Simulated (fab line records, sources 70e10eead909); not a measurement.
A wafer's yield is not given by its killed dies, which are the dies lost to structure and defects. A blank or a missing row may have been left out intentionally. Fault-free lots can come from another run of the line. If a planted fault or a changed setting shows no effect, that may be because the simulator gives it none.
Chamber matching    flow nand_harc    NHARC_P_BONDPAD_ETCH_12 on rie_diel-08: 4 sister chambers
The step etches the open film in CHF3/O2, target depth 200 nm, time 100 s. 8 wafers are shown with their chamber, then 9 later ones without.

WAFERS, EACH WITH ITS CHAMBER
wafer   chamber  drypump_motor_current_A (A)  rf_vpp_V (V)
L289.3  2        5.4                          366.9
L299.1  3        5.6                          367.9
L299.4  1        5.4                          373.2
L298.4  1        5.5                          372.8
L298.5  0        6.4                          373.7
L301.1  3        5.6                          366.6
L301.2  2        5.4                          366.9
L301.3  0        6.4                          371.8

WAFERS MISSING THEIR CHAMBER
wafer   drypump_motor_current_A (A)  rf_vpp_V (V)
L300.1  5.4                          373.0
L300.2  5.4                          367.7
L300.5  5.4                          366.4
L302.2  5.6                          368.0
L302.5  5.4                          372.7
L302.6  6.5                          372.8
L304.1  6.5                          373.2
L304.5  5.4                          373.0
L304.6  5.4                          368.3

EACH ONE'S CHAMBER
wafer   from the rows above  in truth
L300.1  1                    1
L300.2  2                    2
L300.5  2                    2
L302.2  3                    3
L302.5  1                    1
L302.6  0                    0
L304.1  0                    0
L304.5  1                    1
L304.6  2                    2
9 of 9 placed correctly. Number that these rows cannot place: 0. Number placed wrongly: 0.
How it was worked out, from the rows above alone: a wafer's distance from a chamber is the root of the sum, over the readings, of the square of ((its reading less the chamber's mean) divided by the reading's scatter). The wafer belongs to the nearest chamber; if the next one is less than 2 further off, it can't be placed. Each chamber's mean is taken over the wafers shown for it. How the scatter is found: for the shown wafers, subtract from each reading the mean of its chamber, square and add these, divide the total by (wafers less chambers), then take the root.
